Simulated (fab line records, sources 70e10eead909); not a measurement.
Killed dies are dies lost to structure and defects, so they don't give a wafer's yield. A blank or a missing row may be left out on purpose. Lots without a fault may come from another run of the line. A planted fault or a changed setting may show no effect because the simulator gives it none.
fab line records | flow nand_harc
record lots=24 wafers=72 last_day=25
route steps=1159 shown A_BLC@987 A_M0@1015 A_M1@1036
lots that met no fault: from a run of the same line without faults
start_h: hours from the record's first day to the start of the lot's first wafer shown | wait_h: hours since the lot's step before | " the same as in the row above | L1.1+2: a row that stands for several wafers | - no value, or no start given | * or withheld: withheld | < > ~ a bound
route shown NAME@n: a module of which the file shows steps, and the number in the route of the first | usual: mean/standard deviation of fault-free wafers | same: alike in all rows | chamber/n: place in a boat | sites: the reading at each site | _std_site: their standard deviation | _edge_site: outer sites' mean less inner sites' | radius_mm: how far each site lies from the wafer's centre | mask NAME#n: copy n | behind: the tool/chamber that last shaped the wafer | hold: why the lot was held/for how many hours/how that ended | device: the transistor (n, p or np) that didn't switch | end of line: the same wafers' tests at the end of the route | a step without rows: its recipe alone | killed: dies lost to structure and defects at the first sort, not the wafer's yield | map: a wafer's dies, x killed, . not, _ none there
set.NAME: the setting as run; set.NAME@STEP: as run at that earlier step | model.NAME: the simulator's own value behind a step, which no gauge read
steps of the route over a sample of lots; a table a step, a row a wafer
services: from which hour (start_h, from the record's first day; less than 0 if before it) a tool's chamber was out of use, for how many hours, and why
## steps
# step NHARC_A_BLC_PVD_32
# recipe target_thk_a=50 chamber_pressure_pa=5 power_w=5000 substrate_temp_c=200 time_s=17.7 material=Ti
# usual substrate_temp_c=199.98/0.16 throttle_valve_pct=30.4/1.2
# columns lot.wafer tool chamber start_h wait_h substrate_temp_c throttle_valve_pct
L074.2 pvd_sputter-03 - - - 200.14 33.1
L074.3 " - " " 199.97 32.6
L074.5 " - " " 199.81 33.1
L077.3 pvd_sputter-03 - - - 200.02 32.7
L077.2 " - " " 199.95 31.4
L077.6 " - " " 200.05 32.3
L075.3 pvd_sputter-01 - - - 200.12 29.9
L075.4 " - " " 200.07 29.1
L075.2 " - " " 199.71 29.1
L076.1 pvd_sputter-01 - - - 200.12 30.0
L076.3 " - " " 199.97 29.1
L076.6 " - " " 200.00 29.4
L078.3 pvd_sputter-03 - - - 199.87 32.7
L078.1 " - " " 200.00 31.4
L078.5 " - " " 199.88 32.8
L079.1 pvd_sputter-02 - - - 200.03 29.9
L079.5 " - " " 200.07 28.9
L079.6 " - " " 200.06 31.7
L084.3 pvd_sputter-03 - - - 199.88 32.5
L084.4 " - " " 199.83 33.3
L084.6 " - " " 200.02 31.5
L080.4 pvd_sputter-03 - - - 200.32 30.2
L080.5 " - " " 200.13 30.1
L080.6 " - " " 199.90 32.8
L082.4 pvd_sputter-02 - - - 199.82 29.6
L082.1 " - " " 199.86 31.3
L082.5 " - " " 199.99 29.4
L083.1 pvd_sputter-02 - - - 200.08 29.6
L083.2 " - " " 200.04 31.8
L083.6 " - " " 200.03 30.1
L081.4 pvd_sputter-01 - - - 200.23 29.1
L081.3 " - " " 200.23 29.8
L081.6 " - " " 200.26 29.9
L085.2 pvd_sputter-01 - - - 199.91 29.4
L085.3 " - " " 200.10 30.0
L085.6 " - " " 199.86 29.4
L086.3 pvd_sputter-02 - - - 199.64 29.4
L086.2 " - " " 199.79 30.5
L086.5 " - " " 199.98 29.7
L087.4 pvd_sputter-01 - - - 199.99 30.0
L087.6 " - " " 199.89 28.7
L087.5 " - " " 200.18 30.0
L088.2 pvd_sputter-01 - - - 200.12 28.9
L088.4 " - " " 199.99 29.3
L088.5 " - " " 200.17 29.6
L089.3 pvd_sputter-03 - - - 199.81 32.1
L089.4 " - " " 199.69 29.3
L089.1 " - " " 200.33 31.6
L091.4 pvd_sputter-02 - - - 200.03 29.6
L091.5 " - " " 199.80 29.7
L091.6 " - " " 199.84 29.2
L090.3 pvd_sputter-01 - - - 200.15 29.6
L090.6 " - " " 199.97 29.3
L090.5 " - " " 200.01 28.9
L092.4 pvd_sputter-03 - - - 200.15 30.5
L092.3 " - " " 200.04 31.9
L092.6 " - " " 199.92 31.5
L093.4 pvd_sputter-02 - - - 200.23 31.5
L093.3 " - " " 199.61 30.5
L093.1 " - " " 199.97 29.2
L094.4 pvd_sputter-03 - - - 200.00 29.7
L094.6 " - " " 199.96 31.4
L094.5 " - " " 199.97 30.5
L097.1 pvd_sputter-02 - - - 200.09 30.4
L097.3 " - " " 199.95 31.7
L097.6 " - " " 200.03 30.3
L095.1 pvd_sputter-03 - - - 200.03 31.9
L095.5 " - " " 200.02 31.4
L095.6 " - " " 200.34 30.4
L096.2 pvd_sputter-02 - - - 199.72 31.6
L096.4 " - " " 199.97 30.6
L096.1 " - " " 199.90 29.0
# step NHARC_A_BLC_CVD_24
# recipe target_thk_a=1500 temp_c=300 pressure_torr=40 wf6_flow_sccm=40 h2_flow_sccm=1600 ar_flow_sccm=1560 time_s=434 material=W
# usual heater_power_w=454/22 mfc_ar_sccm=1559/4.9 throttle_valve_pct=7.7/0.41
# columns lot.wafer tool chamber start_h wait_h heater_power_w mfc_ar_sccm throttle_valve_pct
L074.2 cvd_w-01 0 - - 452 1575 7.5
L074.3 " 0 " " 443 1569 7.6
L074.5 " 1 " " 449 1562 8.0
L077.2 cvd_w-01 1 - - 448 1561 7.7
L077.3 " 0 " " 446 1556 7.7
L077.6 " 0 " " 438 1562 7.4
L075.2 cvd_w-01 0 - - 438 1563 7.4
L075.4 " 0 " " 446 1556 7.5
L075.3 " 1 " " 466 1557 7.9
L076.1 cvd_w-01 1 - - 450 1559 7.8
L076.3 " 1 " " 448 1558 7.7
L076.6 " 0 " " 448 1570 7.4
L078.1 cvd_w-01 1 - - 440 1559 8.1
L078.3 " 1 " " 446 1561 7.8
L078.5 " 1 " " 442 1558 7.9
L079.1 cvd_w-01 0 - - 441 1558 7.5
L079.5 " 0 " " 454 1557 7.3
L079.6 " 1 " " 453 1560 7.6
L084.3 cvd_w-01 0 - - 435 1559 7.5
L084.4 " 1 " " 445 1563 8.0
L084.6 " 1 " " 440 1560 7.9
L080.4 cvd_w-01 1 - - 450 1562 8.0
L080.6 " 1 " " 448 1559 7.9
L080.5 " 0 " " 443 1555 7.4
L082.1 cvd_w-01 1 - - 441 1548 7.3
L082.4 " 1 " " 439 1551 7.8
L082.5 " 0 " " 452 1556 7.3
L083.2 cvd_w-01 0 - - 449 1561 7.5
L083.1 " 1 " " 446 1564 7.9
L083.6 " 1 " " 453 1561 7.6
L081.3 cvd_w-02 1 - - 424 1562 7.3
L081.4 " 0 " " 503 1561 8.3
L081.6 " 0 " " 496 1563 8.3
L085.2 cvd_w-01 1 - - 457 1552 7.6
L085.3 " 0 " " 449 1560 7.6
L085.6 " 1 " " 445 1559 7.6
L086.2 cvd_w-01 1 - - 449 1561 7.8
L086.3 " 1 " " 450 1555 8.0
L086.5 " 0 " " 453 1548 7.4
L087.4 cvd_w-02 1 - - 430 1558 7.2
L087.6 " 1 " " 434 1554 7.1
L087.5 " 0 " " 488 1553 8.3
L088.2 cvd_w-02 1 - - 441 1571 7.2
L088.4 " 0 " " 488 1556 8.2
L088.5 " 1 " " 431 1563 7.2
L089.1 cvd_w-02 1 - - 428 1558 7.2
L089.3 " 1 " " 430 1564 6.9
L089.4 " 0 " " 495 1562 8.4
L091.4 cvd_w-02 1 - - 437 1569 7.3
L091.6 " 1 " " 435 1558 7.3
L091.5 " 0 " " 502 1552 8.3
L090.3 cvd_w-02 0 - - 490 1558 8.4
L090.5 " 1 " " 423 1552 7.3
L090.6 " 0 " " 485 1558 8.6
L092.3 cvd_w-01 1 - - 460 1550 7.9
L092.4 " 0 " " 430 1559 7.7
L092.6 " 0 " " 450 1553 8.0
L093.1 cvd_w-02 0 - - 497 1564 8.3
L093.3 " 0 " " 495 1568 8.3
L093.4 " 1 " " 442 1562 7.2
L094.4 cvd_w-02 1 - - 436 1552 7.2
L094.6 " 1 " " 437 1551 7.1
L094.5 " 0 " " 489 1562 8.5
L097.1 cvd_w-01 0 - - 446 1565 7.8
L097.3 " 0 " " 445 1558 7.8
L097.6 " 1 " " 442 1567 8.0
L095.1 cvd_w-02 1 - - 441 1554 7.3
L095.6 " 0 " " 492 1554 8.4
L095.5 " 1 " " 443 1557 7.2
L096.1 cvd_w-02 1 - - 438 1558 7.3
L096.2 " 0 " " 498 1560 8.1
L096.4 " 0 " " 509 1562 8.3
# step NHARC_A_M0_PVD_20
# recipe target_thk_a=50 bias_v=168.6 power_w=15000 chamber_pressure_pa=0.12 time_s=8.06 substrate_temp_c=50 material=TaN
# usual bias_v=168.4/1.7 substrate_temp_c=50.00/0.12 throttle_valve_pct=30.3/1.3
# columns lot.wafer tool chamber start_h wait_h bias_v substrate_temp_c throttle_valve_pct
L074.2 pvd_sputter-03 - - - 168.5 49.96 32.9
L074.3 " - " " 168.8 50.00 30.0
L074.5 " - " " 167.5 49.93 31.6
L077.2 pvd_sputter-03 - - - 168.5 49.85 31.6
L077.3 " - " " 168.0 49.87 33.1
L077.6 " - " " 166.9 49.87 33.2
L075.3 pvd_sputter-03 - - - 165.1 49.95 31.1
L075.4 " - " " 168.4 50.16 33.2
L075.2 " - " " 168.0 49.94 30.0
L076.3 pvd_sputter-03 - - - 168.8 49.83 32.8
L076.1 " - " " 168.5 49.83 31.6
L076.6 " - " " 166.5 49.83 30.0
L078.1 pvd_sputter-03 - - - 164.8 49.98 29.8
L078.3 " - " " 168.0 50.08 31.3
L078.5 " - " " 167.5 50.20 30.2
L079.1 pvd_sputter-02 - - - 166.5 49.94 30.2
L079.6 " - " " 166.2 49.78 29.3
L079.5 " - " " 166.4 49.87 31.7
L084.3 pvd_sputter-03 - - - 168.1 50.14 33.0
L084.4 " - " " 166.8 50.11 31.4
L084.6 " - " " 167.3 49.98 33.2
L080.4 pvd_sputter-01 - - - 169.0 49.89 28.9
L080.5 " - " " 168.6 50.17 29.0
L080.6 " - " " 170.3 49.97 29.9
L082.1 pvd_sputter-01 - - - 170.3 50.06 29.4
L082.4 " - " " 169.2 49.99 29.3
L082.5 " - " " 169.4 50.02 29.3
L083.2 pvd_sputter-01 - - - 168.6 50.14 29.5
L083.1 " - " " 167.7 50.08 28.9
L083.6 " - " " 168.0 50.17 29.2
L081.3 pvd_sputter-01 - - - 168.5 49.92 28.9
L081.4 " - " " 170.0 49.94 28.8
L081.6 " - " " 167.3 50.24 29.2
L085.2 pvd_sputter-02 - - - 168.3 50.23 30.3
L085.3 " - " " 170.6 49.95 29.4
L085.6 " - " " 166.8 49.97 29.4
L086.2 pvd_sputter-02 - - - 168.0 50.20 30.6
L086.3 " - " " 167.9 49.91 31.4
L086.5 " - " " 169.5 49.96 30.6
L087.4 pvd_sputter-01 - - - 169.6 50.12 29.3
L087.6 " - " " 169.7 49.93 29.3
L087.5 " - " " 166.1 50.12 29.0
L088.2 pvd_sputter-02 - - - 169.8 50.16 31.7
L088.4 " - " " 165.6 50.01 29.5
L088.5 " - " " 175.3 49.74 30.5
L089.4 pvd_sputter-01 - - - 170.7 50.01 29.8
L089.3 " - " " 168.1 49.98 29.2
L089.1 " - " " 169.3 50.15 29.2
L091.4 pvd_sputter-03 - - - 170.0 49.96 32.0
L091.5 " - " " 168.7 50.04 30.4
L091.6 " - " " 168.1 49.98 31.9
L090.3 pvd_sputter-01 - - - 167.2 50.11 29.3
L090.6 " - " " 167.5 50.14 28.7
L090.5 " - " " 168.2 49.99 30.0
L092.3 pvd_sputter-02 - - - 164.3 50.09 31.5
L092.4 " - " " 170.4 50.21 30.5
L092.6 " - " " 169.2 50.37 29.6
L093.3 pvd_sputter-01 - - - 169.4 49.99 29.3
L093.1 " - " " 168.0 50.03 29.0
L093.4 " - " " 169.5 49.92 29.6
L094.4 pvd_sputter-02 - - - 167.9 50.02 30.3
L094.6 " - " " 168.7 49.89 29.1
L094.5 " - " " 167.9 50.08 31.7
L097.1 pvd_sputter-02 - - - 169.0 49.89 29.6
L097.3 " - " " 166.9 50.10 28.8
L097.6 " - " " 168.2 50.05 29.3
L095.1 pvd_sputter-01 - - - 170.3 50.03 29.2
L095.5 " - " " 171.1 49.93 30.3
L095.6 " - " " 170.0 50.00 29.1
L096.2 pvd_sputter-02 - - - 169.3 50.24 29.2
L096.4 " - " " 165.7 49.91 30.2
L096.1 " - " " 168.6 50.07 29.6
# step NHARC_A_M0_ANNEAL_30
# recipe temp_c=225 time_s=90
# usual wafer_temp_C_max=226.1/0.4
# columns lot.wafer tool chamber start_h wait_h wafer_temp_C_max
L074.2 rtp_anneal-01 0 401.24 0.4 226.9
L074.3 " 0 " " 226.3
L074.5 " 0 " " 226.4
L077.2 rtp_anneal-01 0 402.78 - 226.0
L077.3 " 0 " " 226.6
L077.6 " 0 " " 226.7
L075.2 rtp_anneal-02 0 403.90 0.4 226.2
L075.3 " 0 " " 225.9
L075.4 " 0 " " 225.8
L076.1 rtp_anneal-02 0 406.78 - 225.7
L076.3 " 0 " " 225.7
L076.6 " 0 " " 226.0
L078.1 rtp_anneal-02 0 412.27 0.4 225.9
L078.3 " 0 " " 225.6
L078.5 " 0 " " 225.5
L079.1 rtp_anneal-02 0 439.46 - 225.8
L079.5 " 0 " " 226.0
L079.6 " 0 " " 225.8
L084.3 rtp_anneal-01 0 444.60 0.3 226.5
L084.4 " 0 " " 226.4
L084.6 " 0 " " 226.4
L080.4 rtp_anneal-01 0 451.12 0.4 226.4
L080.5 " 0 " " 226.1
L080.6 " 0 " " 225.7
L082.1 rtp_anneal-02 0 453.74 - 226.3
L082.4 " 0 " " 225.8
L082.5 " 0 " " 225.6
L083.1 rtp_anneal-01 0 454.65 0.3 226.9
L083.2 " 0 " " 226.5
L083.6 " 0 " " 226.7
L081.3 rtp_anneal-01 0 459.43 - 226.2
L081.4 " 0 " " 226.3
L081.6 " 0 " " 226.6
L085.2 rtp_anneal-01 0 465.84 0.3 226.2
L085.3 " 0 " " 226.6
L085.6 " 0 " " 226.3
L086.2 rtp_anneal-01 0 466.53 0.3 226.2
L086.3 " 0 " " 226.5
L086.5 " 0 " " 226.2
L087.4 rtp_anneal-01 0 469.85 0.4 226.4
L087.5 " 0 " " 226.6
L087.6 " 0 " " 226.5
L088.2 rtp_anneal-02 0 476.77 - 225.6
L088.4 " 0 " " 225.6
L088.5 " 0 " " 225.6
L089.1 rtp_anneal-01 0 499.54 0.3 226.5
L089.3 " 0 " " 226.5
L089.4 " 0 " " 226.4
L091.4 rtp_anneal-02 0 501.33 0.4 225.8
L091.5 " 0 " " 225.9
L091.6 " 0 " " 225.4
L090.3 rtp_anneal-01 0 501.57 0.4 225.8
L090.5 " 0 " " 226.7
L090.6 " 0 " " 226.2
L092.3 rtp_anneal-02 0 511.10 - 225.6
L092.4 " 0 " " 225.6
L092.6 " 0 " " 225.6
L093.1 rtp_anneal-01 0 513.13 - 226.2
L093.3 " 0 " " 226.2
L093.4 " 0 " " 226.2
L094.4 rtp_anneal-01 0 514.35 - 226.2
L094.5 " 0 " " 226.1
L094.6 " 0 " " 226.6
L097.1 rtp_anneal-02 0 542.33 - 225.6
L097.3 " 0 " " 225.6
L097.6 " 0 " " 225.7
L095.1 rtp_anneal-01 0 542.41 0.3 226.8
L095.5 " 0 " " 226.3
L095.6 " 0 " " 226.0
L096.1 rtp_anneal-02 0 546.14 - 225.6
L096.2 " 0 " " 225.5
L096.4 " 0 " " 225.7
# step NHARC_A_M1_CD_MEAS_09
# recipe target_cd_nm=120 landing_energy_ev=500
# usual cd_nm=119.8/0.88
# columns lot.wafer tool chamber start_h wait_h cd_nm
L074.2 cd_sem-01 0 403.33 - 121.3
L074.3 " 0 " " 120.5
L074.5 " 0 " " 120.8
L077.2 cd_sem-03 0 404.80 - 120.1
L077.3 " 0 " " 120.1
L077.6 " 0 " " 119.3
L075.2 cd_sem-02 0 405.94 - 121.1
L075.3 " 0 " " 121.0
L075.4 " 0 " " 121.0
L076.1 cd_sem-01 0 408.97 - 120.2
L076.3 " 0 " " 120.2
L076.6 " 0 " " 119.0
L078.1 cd_sem-03 0 414.36 - 120.7
L078.3 " 0 " " 119.6
L078.5 " 0 " " 121.2
L079.1 cd_sem-02 0 441.55 - 119.0
L079.5 " 0 " " 119.7
L079.6 " 0 " " 119.7
L084.3 cd_sem-02 0 446.72 - 119.0
L084.4 " 0 " " 119.5
L084.6 " 0 " " 118.9
L080.4 cd_sem-02 0 453.22 - 120.5
L080.5 " 0 " " 120.5
L080.6 " 0 " " 119.8
L082.1 cd_sem-03 0 455.94 - 119.0
L082.4 " 0 " " 119.7
L082.5 " 0 " " 119.4
L083.1 cd_sem-03 0 456.87 - 119.1
L083.2 " 0 " " 120.2
L083.6 " 0 " " 120.1
L081.3 cd_sem-03 0 461.58 - 120.6
L081.4 " 0 " " 120.2
L081.6 " 0 " " 121.1
L085.2 cd_sem-01 0 468.32 - 119.2
L085.3 " 0 " " 118.0
L085.6 " 0 " " 120.2
L086.2 cd_sem-01 0 468.70 - 121.0
L086.3 " 0 " " 121.1
L086.5 " 0 " " 120.9
L087.4 cd_sem-01 0 471.85 - 120.0
L087.5 " 0 " " 120.9
L087.6 " 0 " " 120.5
L088.2 cd_sem-02 0 478.93 - 119.7
L088.4 " 0 " " 118.1
L088.5 " 0 " " 120.2
L089.1 cd_sem-02 0 502.69 - 120.6
L089.3 " 0 " " 120.4
L089.4 " 0 " " 120.7
L091.4 cd_sem-01 0 503.64 - 120.0
L091.5 " 0 " " 119.9
L091.6 " 0 " " 120.5
L090.3 cd_sem-01 0 503.66 - 120.4
L090.5 " 0 " " 120.7
L090.6 " 0 " " 120.4
L092.3 cd_sem-02 0 513.24 - 119.9
L092.4 " 0 " " 119.9
L092.6 " 0 " " 119.7
L093.1 cd_sem-01 0 515.34 - 119.2
L093.3 " 0 " " 118.7
L093.4 " 0 " " 119.5
L094.4 cd_sem-03 0 516.39 - 118.7
L094.5 " 0 " " 120.3
L094.6 " 0 " " 120.9
L097.1 cd_sem-03 0 544.40 - 119.8
L097.3 " 0 " " 121.3
L097.6 " 0 " " 119.8
L095.1 cd_sem-02 0 544.63 - 119.3
L095.5 " 0 " " 118.3
L095.6 " 0 " " 117.9
L096.1 cd_sem-03 0 548.33 - 119.4
L096.2 " 0 " " 119.9
L096.4 " 0 " " 119.8
# step NHARC_A_M1_DESCUM_14
# recipe time_s=3 o2_flow_sccm=200 ar_flow_sccm=0 bias_power_w=0 chemistry=O2
# usual drypump_motor_current_A=5.7/0.39 mfc_ar_sccm=0.011/0.011 oes_product_au=0.996/0.015 rf_vpp_V=57.6/0.89 showerhead_plenum_p_Torr=1.87/0.08 throttle_valve_pct=11.311/0.0086
# columns lot.wafer tool chamber start_h wait_h drypump_motor_current_A mfc_ar_sccm oes_product_au rf_hours_counter_h rf_vpp_V showerhead_plenum_p_Torr throttle_valve_pct
L074.2 rie_diel-05 0 403.51 0.1 5.5 0 1.007 2 59.2 2.03 11.301
L074.3 " 2 " " 5.7 0 1.002 2 57.7 1.87 11.317
L074.5 " 1 " " 5.9 0 1.031 - 57.6 1.94 11.306
L077.3 rie_diel-07 2 404.98 0.1 6.5 0.017 0.997 13 58.2 1.86 11.306
L077.2 " 0 " " 5.7 0.028 0.976 14 56.2 1.92 11.291
L077.6 " 1 " " 5.5 0.019 1.013 - 58.6 1.90 11.304
L075.2 rie_diel-05 2 406.15 0.1 5.7 0 0.996 2 57.0 1.86 11.315
L075.3 " 0 " " 5.5 0 0.988 2 58.5 2.03 11.325
L075.4 " 1 " " 6.0 0 1.019 2 56.9 1.94 11.304
L076.3 rie_diel-05 3 409.18 0.1 5.6 0.029 1.008 1 57.7 1.81 11.314
L076.1 " 0 " " 5.5 0 1.003 2 57.6 2.03 11.321
L076.6 " 2 " " 5.7 0 1.002 - 57.7 1.86 11.307
L078.1 rie_diel-07 0 414.54 0.1 5.7 0.028 0.988 0 57.6 1.92 11.312
L078.3 " 1 " " 5.5 0.019 0.999 0 56.6 1.90 11.300
L078.5 " 0 " " 5.7 0.028 0.995 - 57.0 1.92 11.303
L079.1 rie_diel-02 1 441.75 0.1 5.2 0.024 0.971 8 55.4 1.79 11.315
L079.6 " 0 " " 5.7 0.002 0.972 - 57.0 1.79 11.314
L079.5 " 1 " " 5.2 0.024 0.966 - 57.7 1.79 11.310
L084.3 rie_diel-07 0 446.90 0.1 5.7 0.028 1.000 3 57.3 1.92 11.312
L084.4 " 3 " " 5.5 0.005 0.973 2 59.0 2.03 11.309
L084.6 " 1 " " 5.5 0.019 1.018 - 56.9 1.90 11.307
L080.6 rie_diel-05 1 453.44 0.1 5.9 0 1.024 - 58.9 1.94 11.326
L080.5 " 2 " " 5.7 0 1.006 - 57.8 1.86 11.317
L080.4 " 3 " " 5.6 0.029 0.999 - 56.6 1.81 11.308
L082.1 rie_diel-05 1 456.13 0.1 6.0 0 1.013 3 58.5 1.94 11.323
L082.4 " 0 " " 5.5 0 0.996 3 58.4 2.03 11.317
L082.5 " 1 " " 6.0 0 1.014 - 59.4 1.94 11.309
L083.1 rie_diel-02 2 457.07 0.1 6.5 0 0.988 6 59.0 1.82 11.319
L083.2 " 3 " " 5.1 0.016 0.969 9 56.9 1.78 11.309
L083.6 " 2 " " 6.5 0 0.993 - 56.3 1.82 11.316
L081.3 rie_diel-05 1 461.76 0.1 6.0 0 1.014 3 57.1 1.94 11.301
L081.4 " 3 " " 5.5 0.029 0.987 3 56.8 1.81 11.305
L081.6 " 2 " " 5.7 0 1.000 - 58.2 1.86 11.306
L085.3 rie_diel-02 3 468.50 0.1 5.1 0.016 0.970 9 57.3 1.78 11.318
L085.2 " 0 " " 5.6 0.002 0.970 10 57.5 1.79 11.292
L085.6 " 3 " " 5.1 0.016 0.971 - 57.5 1.78 11.312
L086.2 rie_diel-05 2 468.89 0.1 5.7 0 0.994 3 57.6 1.86 11.319
L086.3 " 1 " " 6.0 0 1.011 4 58.3 1.94 11.308
L086.5 " 3 " " 5.6 0.029 0.987 - 57.4 1.81 11.307
L087.4 rie_diel-07 2 472.05 0.1 6.4 0.017 1.015 6 57.9 1.86 11.308
L087.5 " 3 " " 5.5 0.005 0.988 - 58.7 2.02 11.296
L087.6 " 0 " " 5.7 0.028 1.003 - 57.9 1.92 11.303
L088.2 rie_diel-05 3 479.13 0.1 5.6 0.029 1.002 3 56.5 1.81 11.315
L088.4 " 0 " " 5.5 0 0.996 4 58.8 2.03 11.300
L088.5 " 3 " " 5.6 0.029 0.995 - 56.5 1.81 11.312
L089.1 rie_diel-02 0 502.88 0.1 5.6 0.002 0.984 12 56.6 1.79 11.318
L089.3 " 3 " " 5.1 0.016 0.979 11 57.3 1.78 11.312
L089.4 " 2 " " 6.5 0 1.000 - 56.5 1.82 11.311
L090.3 rie_diel-07 0 503.84 0.1 5.7 0.028 0.994 8 57.2 1.92 11.298
L090.6 " 0 " " 5.7 0.028 0.991 - 57.3 1.92 11.322
L090.5 " 1 " " 5.5 0.019 1.010 - 56.7 1.90 11.308
L091.5 rie_diel-02 2 503.87 0.1 6.5 0 1.000 - 56.6 1.82 11.311
L091.4 " 3 " " 5.1 0.016 0.972 - 56.9 1.78 11.306
L091.6 " 0 " " 5.7 0.002 0.974 - 56.7 1.79 11.314
L092.3 rie_diel-05 1 513.43 0.1 6.0 0 1.020 5 57.2 1.94 11.313
L092.4 " 2 " " 5.7 0 0.991 5 57.6 1.86 11.320
L092.6 " 1 " " 6.0 0 1.008 - 58.1 1.94 11.309
L093.1 rie_diel-02 3 515.53 0.1 5.1 0.016 0.984 0 57.0 1.78 11.320
L093.4 " 0 " " 5.7 0.002 0.996 0 57.6 1.79 11.310
L093.3 " 1 " " 5.2 0.024 1.007 0 58.1 1.79 11.315
L094.4 rie_diel-05 1 516.59 0.1 6.0 0 1.022 5 58.7 1.94 11.305
L094.5 " 1 " " 6.0 0 1.023 - 56.6 1.94 11.317
L094.6 " 2 " " 5.7 0 0.995 - 59.5 1.86 11.299
L097.1 rie_diel-02 2 544.59 0.1 6.4 0 0.993 1 58.9 1.82 11.308
L097.3 " 1 " " 5.1 0.024 0.999 1 57.6 1.79 11.303
L097.6 " 2 " " 6.4 0 0.988 - 56.7 1.82 11.299
L095.1 rie_diel-07 1 544.86 0.1 5.5 0.019 1.009 9 56.8 1.89 11.315
L095.6 " 2 " " 6.4 0.017 1.023 - 58.1 1.86 11.312
L095.5 " 3 " " 5.5 0.005 0.985 - 59.4 2.02 11.313
L096.1 rie_diel-02 1 548.52 0.1 5.2 0.024 0.985 1 57.0 1.79 11.311
L096.4 " 2 " " 6.4 0 0.983 1 57.3 1.82 11.307
L096.2 " 0 " " 5.7 0.002 1.004 1 58.2 1.79 11.294
## services
# columns tool chamber start_h hours kind
rie_diel-05 0 374.10 - clean
rie_diel-05 1 374.10 - clean
rie_diel-05 2 374.10 - clean
rie_diel-05 3 374.10 - clean
cvd_w-02 - 379.42 13.0 pm
rie_diel-05 3 383.39 19.8 repair
pvd_sputter-02 - 392.04 10.0 pm
rie_diel-05 2 443.82 4.2 repair
rie_diel-05 0 450.81 4.9 repair
rie_diel-07 1 452.39 15.5 repair
pvd_sputter-03 - 458.00 10.0 pm
cvd_w-01 - 478.08 13.0 pm
cvd_w-01 0 478.08 16.8 vent_cycle
cvd_w-01 1 478.08 13.0 vent_cycle
cvd_w-01 1 491.08 - clean
rie_diel-02 1 497.73 9.5 repair
rie_diel-02 - 504.70 9.0 pm
pvd_sputter-01 - 514.03 10.0 pm
rie_diel-05 - 517.63 9.0 pm
rie_diel-07 2 529.76 7.1 repair
rie_diel-05 2 533.63 19.1 repair
rie_diel-07 1 535.36 7.4 repair
rie_diel-07 - 540.94 0.2 repair
pvd_sputter-03 - 544.72 2.2 repair
## key
fault none
